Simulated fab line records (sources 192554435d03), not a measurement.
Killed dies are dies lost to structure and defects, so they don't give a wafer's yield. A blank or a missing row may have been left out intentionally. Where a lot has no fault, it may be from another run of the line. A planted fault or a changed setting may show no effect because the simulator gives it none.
Problem report, 8D (eight disciplines) form, completed by code	flow n5_finfet	the parts of the form that need people (team, actions taken, sign-off) are left out
Where a reading is given only as a bound, like >300, the bound stands for it, and a mean or a difference that rests on one is marked > or <: the true number lies beyond.

1. WHAT IS WRONG
A mean of 1312 is read at N5_BEOL_M0_SAQP_INSPECT_16 for raw_defect_count, taken on 1 wafer of 1 lot, against 449 (standard deviation 100) on wafers free of any fault. That is +8.6 standard deviations from the usual mean.
The step: inspects for defects (brightfield).
First observed at day 7 23:40: wafer L840.1, on defect_inspect-01. Wafers with a number at this step in the record: 24, from 8 lots. Rule for "out" (also "out of limits"): further than 4 standard deviations from the usual mean. The rest of the wafers with a number are treated as sound.

2. WHAT IT IS, WHAT IT ISN'T
question	is	is not
which readings at this step	raw_defect_count	-
which lots	L840	L830, L832, L836, L837, L847, L851, L852
which wafers of those lots	L840.1	L840.2, L840.3
read on which gauges	defect_inspect-01	defect_inspect-02
when	from day 7 23:40	up to then (14 sound wafers); but 9 sound wafers of L847, L851, L852 came after

3. SUSPECTS, AND WHAT RULES EACH OUT
Counting: any tool at a process step up to the reading remains a suspect provided it ran every lot that is out. Sound lots after the first of them don't rule it out here, since some wafers of a struck lot are sound.
- the gauge at N5_BEOL_M0_SAQP_INSPECT_16 has been ruled out. All the wafers that are out were read on defect_inspect-01, but those of them that N5_BEOL_M0_CUTY_INSPECT_59 has rows for are out there too, on other tools.
- cmp-03 at N5_MOL_CONTACT_COAG_CMP_52 (polishes, stops on SiO2, t overpolish 1.5 s, target thk 66.5 nm): kept. The lot that is out, L840, ran on it at day 7 18:47; the last sound lot it ran before that was L832, at day 5 14:58.
- pecvd-04 at N5_BEOL_M0_SAQP_PECVD_96 (deposits a-Si from SiH4/He, target thk 45 nm, time 45.2 s): kept. The lot that is out, L840, ran on it at day 7 22:57; the last sound lot it ran before that was L836, at day 7 00:10.
- pecvd-01 at N5_BEOL_M0_SAQP_HM_DEP_111 (deposits SiO2 from SiH4/N2O, target thk 12 nm, time 7.2 s): kept. The lot that is out, L840, ran on it at day 7 23:10; the last sound lot it ran before that was L836, at day 7 00:23.
- Within cmp-03 at N5_MOL_CONTACT_COAG_CMP_52: the wafers that are out ran in chamber 1; their sound lot-mates ran in chambers 0, 2.
- Within pecvd-04 at N5_BEOL_M0_SAQP_PECVD_96: the wafers that are out ran in chamber 0; their sound lot-mates ran in chambers 1, 2.
- Within pecvd-01 at N5_BEOL_M0_SAQP_HM_DEP_111: the wafers that are out ran in chamber 0; their sound lot-mates ran in chambers 1, 2.
The count leaves cmp-03 at N5_MOL_CONTACT_COAG_CMP_52, pecvd-04 at N5_BEOL_M0_SAQP_PECVD_96, and pecvd-01 at N5_BEOL_M0_SAQP_HM_DEP_111.

4. THE CAUSE (what the simulator had put in)
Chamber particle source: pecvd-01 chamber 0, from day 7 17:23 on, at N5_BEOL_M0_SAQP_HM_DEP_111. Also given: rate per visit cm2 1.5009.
3 suspects survive the count, and this tool is in that group.

5. SEQUENCE OF EFFECTS, ordered by route
Rows list readings where the struck wafers' mean (over those with a number) sits beyond 3 standard deviations from the usual. Only readings whose record carries a usual standard deviation are examined. hours: median over the lots of the time between each lot's start at the first step of this table that gives one and its start at this step. sigmas: the change, counted in usual standard deviations.
hours	step	reading	usual	on struck wafers	change	sigmas
0	N5_BEOL_M0_SAQP_INSPECT_16	raw_defect_count	449	1312	+863	+8.6
4	N5_BEOL_M0_SAQP_INSPECT_42	raw_defect_count	266	1167	+901	+11
5	N5_BEOL_M0_CUTY_INSPECT_59	raw_defect_count	2.0	>300	>+298	+99 or more
167	N5_PASSIVATION_PROBE_49	killed_at_M0_to_M3	33	62	+29	+3.3
167	N5_PASSIVATION_PROBE_49	killed_on_rim	13	29	+16	+4.3
Its process steps:
- N5_PASSIVATION_PROBE_49
Later measuring or inspecting steps at which every struck wafer that the step has a row for has a number for every such reading, and none has moved that far: N5_BEOL_M4_RC_MEAS_101.

6. WHAT WOULD HAVE CAUGHT IT SOONER
6 hours passed between the start of the fault at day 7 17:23 and the first reading out of limits at a measuring or inspecting step in this record, taken at day 7 23:40.
Tool readings at N5_BEOL_M0_SAQP_HM_DEP_111 with a usual standard deviation given in the record: none out on any struck wafer, hence no alarm at a limit of 4 standard deviations on them.
Each of the lots that are out, 1 in all, had begun N5_BEOL_M0_SAQP_HM_DEP_111 on pecvd-01 no later than day 7 23:40. Tool hold at that time: it would have spared none of them.
